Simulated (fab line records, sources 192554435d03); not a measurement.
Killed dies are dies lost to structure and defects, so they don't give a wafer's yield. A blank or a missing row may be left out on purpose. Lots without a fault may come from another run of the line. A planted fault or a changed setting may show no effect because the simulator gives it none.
Tool commonality check | flow n5_finfet | 9 lots, 27 wafers sampled

WHY IT WAS OPENED
At N5_BEOL_M4_OVL_MEAS_29 the reading V3_OVL is flagged on 2 of 9 lots. Wafers without a fault read -0.2 nm, standard deviation 0.75.
Rule: a lot is flagged when every wafer of it that has a number lies more than 4 standard deviations from that mean, or none has a number. The other lots count as sound.

lot  | measured     | on         | V3_OVL (nm), wafer by wafer | flag
L646 | day 7 13:05  | overlay-01 | 0.0 -1.5 -1.3               |
L647 | day 7 16:19  | overlay-02 | 0.1 -0.4 0.2                |
L649 | day 8 08:26  | overlay-02 | -1.4 -1.2 -1.1              |
L650 | day 8 16:35  | overlay-01 | -1.0 0.0 0.0                |
L655 | day 10 00:33 | overlay-02 | -0.2 -0.2 0.9               |
L656 | day 10 01:34 | overlay-02 | -0.8 -0.6 -0.6              |
L665 | day 12 15:24 | overlay-02 | 5.0 3.7 5.3                 | FLAGGED
L666 | day 12 19:16 | overlay-01 | 4.8 4.2 4.7                 | FLAGGED
L668 | day 13 01:31 | overlay-02 | 0.1 0.7 0.4                 |
The numbers of the flagged lots are 4.6 nm on average: +4.8 nm against the usual, or +6 standard deviations.

WHICH TOOL RAN EACH LOT
The record holds 4 process steps before the reading, out of a route of 1938 steps. In each cell: the tool, then ch and the chambers that the sampled wafers went through, then the start.
lot  | flag    | N5_BEOL_M4_PECVD_72             | N5_BEOL_M4_STRIP_66                | N5_BEOL_M4_HM_OPEN_17             | N5_BEOL_M4_EXPOSE_25
L646 |         | pecvd-03 ch 0,1,2, day 7 09:16  | rie_diel-06 ch 0,3, day 7 12:23    | rie_metal-03 ch 0,1, day 7 12:25  | euv_scanner-02 ch 0, day 7 12:55
L647 |         | pecvd-03 ch 0,2, day 7 12:39    | rie_diel-03 ch 0,1,2, day 7 15:44  | rie_metal-02 ch 0,1, day 7 15:48  | euv_scanner-02 ch 0, day 7 16:08
L649 |         | pecvd-02 ch 1,2, day 8 04:31    | rie_diel-06 ch 0,1,3, day 8 07:49  | rie_metal-03 ch 0,1, day 8 07:52  | euv_scanner-02 ch 0, day 8 08:15
L650 |         | pecvd-04 ch 0,2, day 8 14:26    | rie_diel-01 ch 0,2, day 8 15:52    | rie_metal-03 ch 0,1, day 8 15:54  | euv_scanner-01 ch 0, day 8 16:24
L655 |         | pecvd-04 ch 0,1,2, day 9 21:49  | rie_diel-06 ch 1,2, day 9 23:50    | rie_metal-03 ch 0,1, day 9 23:55  | euv_scanner-02 ch 0, day 10 00:23
L656 |         | pecvd-04 ch 0,1,2, day 9 23:38  | rie_diel-06 ch 0,1,2, day 10 00:49 | rie_metal-02 ch 0,1, day 10 00:53 | euv_scanner-01 ch 0, day 10 01:24
L665 | FLAGGED | pecvd-03 ch 0,1,2, day 12 11:25 | rie_diel-01 ch 0,1,3, day 12 14:49 | rie_metal-02 ch 0,1, day 12 14:52 | euv_scanner-02 ch 0, day 12 15:13
L666 | FLAGGED | pecvd-02 ch 0,1, day 12 15:16   | rie_diel-01 ch 0,2,3, day 12 18:34 | rie_metal-03 ch 0,1, day 12 18:36 | euv_scanner-02 ch 0, day 12 19:05
L668 |         | pecvd-02 ch 1,2, day 12 23:31   | rie_diel-03 ch 0,1,2, day 13 00:56 | rie_metal-03 ch 0,1, day 13 00:59 | euv_scanner-01 ch 0, day 13 01:20
What these steps do:
- N5_BEOL_M4_PECVD_72: deposits SiO2 from TEOS/O2, target thk 16 nm, time 18 s.
- N5_BEOL_M4_STRIP_66: strips in CF4.
- N5_BEOL_M4_HM_OPEN_17: chemistry Cl2/BCl3, target TiN, target depth 20 nm, overetch 6 nm.
- N5_BEOL_M4_EXPOSE_25: exposes mask V3, defocus 5 nm.
- N5_BEOL_M4_OVL_MEAS_29

FLAGGED OVER TOTAL, TOOL BY TOOL (the gauges that took the reading come last)
step                   | tool           | lots run | flagged | share of the flagged lots | sound lots run after its first flagged lot
N5_BEOL_M4_PECVD_72    | pecvd-02       | 3        | 1       | some                      | 1 (L668)
N5_BEOL_M4_PECVD_72    | pecvd-03       | 3        | 1       | some                      | 0
N5_BEOL_M4_PECVD_72    | pecvd-04       | 3        | 0       | none                      | -
N5_BEOL_M4_STRIP_66    | rie_diel-01    | 3        | 2       | all                       | 0
N5_BEOL_M4_STRIP_66    | rie_diel-03    | 2        | 0       | none                      | -
N5_BEOL_M4_STRIP_66    | rie_diel-06    | 4        | 0       | none                      | -
N5_BEOL_M4_HM_OPEN_17  | rie_metal-02   | 3        | 1       | some                      | 0
N5_BEOL_M4_HM_OPEN_17  | rie_metal-03   | 6        | 1       | some                      | 1 (L668)
N5_BEOL_M4_EXPOSE_25   | euv_scanner-01 | 3        | 0       | none                      | -
N5_BEOL_M4_EXPOSE_25   | euv_scanner-02 | 6        | 2       | all                       | 0
N5_BEOL_M4_OVL_MEAS_29 | overlay-01     | 3        | 1       | some                      | 0
N5_BEOL_M4_OVL_MEAS_29 | overlay-02     | 6        | 1       | some                      | 1 (L668)

WHAT THE TABLE ALLOWS
2 rows of the table ran every flagged lot: rie_diel-01 at N5_BEOL_M4_STRIP_66, euv_scanner-02 at N5_BEOL_M4_EXPOSE_25.
- rie_diel-01 at N5_BEOL_M4_STRIP_66: 2 of its 3 lots flagged. Its last sound lot is L650 (day 8 15:52), its first flagged lot L665 (day 12 14:49): a fault that began between those two fits.
- euv_scanner-02 at N5_BEOL_M4_EXPOSE_25: 2 of its 6 lots flagged. Its last sound lot is L655 (day 10 00:23), its first flagged lot L665 (day 12 15:13): a fault that began between those two fits.
Counting lots can't tell these 2 tools apart, because each fits a fault that began at some hour. More lots, or a look at what each step does to the wafer, might.

WHAT THE SIMULATOR HAD PUT IN
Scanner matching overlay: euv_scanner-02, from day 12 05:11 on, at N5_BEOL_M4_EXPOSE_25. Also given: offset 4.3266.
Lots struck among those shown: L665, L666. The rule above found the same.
